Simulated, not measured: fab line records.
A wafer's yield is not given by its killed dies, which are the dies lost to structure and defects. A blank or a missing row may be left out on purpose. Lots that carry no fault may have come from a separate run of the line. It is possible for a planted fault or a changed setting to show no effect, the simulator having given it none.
A struck lot beside a sound one    flow nand_harc    38 out of 1302 route steps
Sound: wafers L210.3, L210.4, L210.5. Wafers struck: L223.2, L223.5, L223.6. The cause is named last.
Order at every step that has rows: each side's tool, ch and its chambers, its first start. Under that, the readings that differ: sound wafers    struck wafers    difference of the means    sigmas: that difference in standard deviations of wafers without a fault.
alike: same words and numbers on both sides, and readings whose means sit less than 2 such deviations apart. not compared: any withheld reading, any reading some wafer has no value for, any bound like >300 that may hide the same value, and any number with overlapping values for which the record gives no deviation.
Wherever a step has rows on one side only, a row that says differs or no value, or a row with sigmas, the two part there. Numbers that have no deviation but don't overlap get no sigmas and don't part them. Lack of a reading on every wafer of one side parts them only where that side has two or more wafers.

first, 10 steps without rows for these wafers: NHARC_A_CHANNEL_HOLE_D2_DEP_00 (deposits aC, target thk 3100 nm); NHARC_A_CHANNEL_HOLE_D2_DEP_01 (deposits SiON, target thk 140 nm); NHARC_A_CHANNEL_HOLE_D2_DEHYDRATE_02 (time 120 s); NHARC_A_CHANNEL_HOLE_D2_HMDS_03 (time 30 s); NHARC_A_CHANNEL_HOLE_D2_COAT_36 (time 75 s); NHARC_A_CHANNEL_HOLE_D2_COAT_37 (time 65 s); NHARC_A_CHANNEL_HOLE_D2_COAT_04 (resist thk 90 nm); NHARC_A_CHANNEL_HOLE_D2_SOFTBAKE_05 (time 55 s); NHARC_A_CHANNEL_HOLE_D2_EBR_06; NHARC_A_CHANNEL_HOLE_D2_EXPOSE_07 (exposes mask HOLE D2, target cd 100 nm).
NHARC_A_CHANNEL_HOLE_D2_PEB_08: peb time 65 s.
  sound on litho_track-04 ch 0, day 14 05:14; struck on litho_track-06 ch 0, day 20 05:49
reading                   sound               struck                difference  sigmas
heater_power_total_W (W)  156.1 156.9 156.2   172.5 173.0 173.0     +16.4       +41
plate_temp_C (C)          100.02 99.96 99.96  107.79 107.81 107.78  +7.81       +65
then, 1 step without rows for these wafers: NHARC_A_CHANNEL_HOLE_D2_DEVELOP_09 (develop time 35 s).
NHARC_A_CHANNEL_HOLE_D2_CD_MEAS_10 targets a cd of 100 nm.
  sound on cd_sem-03 ch 0, day 14 05:19; struck on cd_sem-02 ch 0
reading     sound           struck             difference  sigmas
cd_nm (nm)  99.5 99.4 99.9  117.8 117.6 118.1  +18.2       +42
  not compared: hold
NHARC_A_CHANNEL_HOLE_D2_OVL_MEAS_11:
  sound on overlay-02, day 14 05:24; struck on overlay-01, day 20 08:56
reading  sound  struck                                                                      difference                    sigmas
hold     - - -  await_dispo/2.8h/release await_dispo/2.8h/release await_dispo/2.8h/release  no value on the sound wafers  
  alike: overlay_x_nm, overlay_y_nm
NHARC_A_CHANNEL_HOLE_D2_DESCUM_15: chemistry O2, time 3 s.
  sound on rie_diel-07 ch 0,1,3, day 14 05:31; struck on rie_diel-11 ch 1,2,3, day 20 09:02
reading                             sound              struck           difference  sigmas
model.A_CHANNEL_HOLE_D2.cd_nm (nm)  99.44 99.72 99.18  118 117.6 117.8  +18         
  alike: chamber_pressure_mTorr, drypump_motor_current_A, oes_product_au, rf_vpp_V, showerhead_plenum_p_Torr, throttle_valve_pct
  not compared: rf_hours_counter_h
then, 4 steps without rows for these wafers: NHARC_A_CHANNEL_HOLE_D2_ETCH_38 (etches the open film in CF4, target depth 39 nm, time 65 s); NHARC_A_CHANNEL_HOLE_D2_ETCH_39 (etches the open film in N2/H2, target depth 260 nm, time 325 s); NHARC_A_CHANNEL_HOLE_D2_ETCH_34 (etches the open film in CF4/CHF3, target depth 154 nm, time 77 s); NHARC_A_CHANNEL_HOLE_D2_ETCH_16 (etches the open film in O2/COS, target depth 3100 nm, time 806 s).
NHARC_A_CHANNEL_HOLE_D2_CD_MEAS_18:
  sound on cd_sem-02, day 14 06:37; struck on cd_sem-03, day 20 10:46
reading     sound             struck             difference  sigmas
cd_nm (nm)  102.0 100.0 92.5  116.7 114.0 115.5  +17.2       +7
  not compared: hold
then, 11 steps without rows for these wafers: NHARC_A_CHANNEL_HOLE_D2_ETCH_20 (etches the open film in C4F8/O2/Ar, time 361.9 s, target depth 1600 nm); NHARC_A_CHANNEL_HOLE_D2_ETCH_21 (etches the open film in C4F8/O2/Ar, time 514.3 s, target depth 1600 nm); NHARC_A_CHANNEL_HOLE_D2_ETCH_22 (etches the open film in C4F8/O2/Ar, time 666.7 s, target depth 1600 nm); NHARC_A_CHANNEL_HOLE_D2_ETCH_23 (etches the open film in C4F8/O2/Ar, time 819 s, target depth 1600 nm); NHARC_A_CHANNEL_HOLE_D2_ETCH_24 (etches the open film in C4F8/O2/Ar, time 906.2 s, target depth 1500 nm); NHARC_A_CHANNEL_HOLE_D2_ETCH_25 (etches the open film in C4F8/O2/Ar, time 1040.2 s, target depth 1500 nm); NHARC_A_CHANNEL_HOLE_D2_ETCH_26 (etches the open film in C4F8/O2/Ar, time 224.1 s, target depth 300 nm); NHARC_A_CHANNEL_HOLE_D2_ETCH_27 (etches the open film in C4F8/O2/Ar, time 90 s, target depth 400 nm); NHARC_A_CHANNEL_HOLE_D2_STRIP_41 (strips in N2/H2); NHARC_A_CHANNEL_HOLE_D2_STRIP_42 (strips in CF4/CHF3); NHARC_A_CHANNEL_HOLE_D2_STRIP_43 (strips in O2/COS).
NHARC_A_CHANNEL_HOLE_D2_ETCH_44: etches the open film in CF4/O2, target depth 140 nm, overetch 14 nm, time 77 s.
  sound on rie_diel-11 ch 0,2, day 14 13:00; struck on rie_diel-07 ch 1,2, day 21 00:47
reading                             sound             struck           difference  sigmas
model.A_CHANNEL_HOLE_D2.cd_nm (nm)  90.02 89.4 90.19  107.2 107.1 109  +17.9       
  alike: chamber_pressure_mTorr, drypump_motor_current_A, oes_product_au, rf_vpp_V, showerhead_plenum_p_Torr, throttle_valve_pct
  not compared: rf_hours_counter_h
then, 3 steps without rows for these wafers: NHARC_A_CHANNEL_HOLE_D2_STRIP_28 (strips in O2); NHARC_A_CHANNEL_HOLE_D2_PRECLEAN_29 (cleans in SC1); NHARC_A_CHANNEL_HOLE_D2_SRD_30.
NHARC_A_CHANNEL_HOLE_D2_CD_MEAS_31:
  sound on cd_sem-03, day 14 13:48; struck on cd_sem-02, day 21 01:56
reading     sound           struck             difference  sigmas
cd_nm (nm)  90.6 89.6 90.1  107.5 107.1 108.5  +17.6       +13
  not compared: hold
NHARC_A_CHANNEL_HOLE_D2_XSEM_32:
  sound on xsem-02 ch 0, day 14 13:54; struck on xsem-01 ch 0, day 21 05:38
reading         sound           struck                                                                      difference                    sigmas
hold            - - -           await_dispo/3.6h/release await_dispo/3.6h/release await_dispo/3.6h/release  no value on the sound wafers  
bot_cd_nm (nm)  75.3 74.3 75.4  93.1 92.5 94.0                                                              +18.2                         +11
bow_nm (nm)     8.63 8.57 8.65  9.27 9.20 9.22                                                              +0.61                         +2
  alike: tilt_deg
-- jump in the record: it breaks off in module A_CHANNEL_HOLE_D2 and resumes in module END (first step shown: number 1302 of the route), and 10 days separate the struck wafers' starts before and after --
NHARC_END_SORT_01:
  only the struck wafers appear in the record here, on prober-02 ch 0 at day 31 11:07; the sound ones have no rows

WHERE THEY PART
Last at NHARC_END_SORT_01 as far as this record goes, first at NHARC_A_CHANNEL_HOLE_D2_PEB_08.

WHY: what had been put in by the simulator
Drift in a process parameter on litho_track-06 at NHARC_A_CHANNEL_HOLE_D2_PEB_08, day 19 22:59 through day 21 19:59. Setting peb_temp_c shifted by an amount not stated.
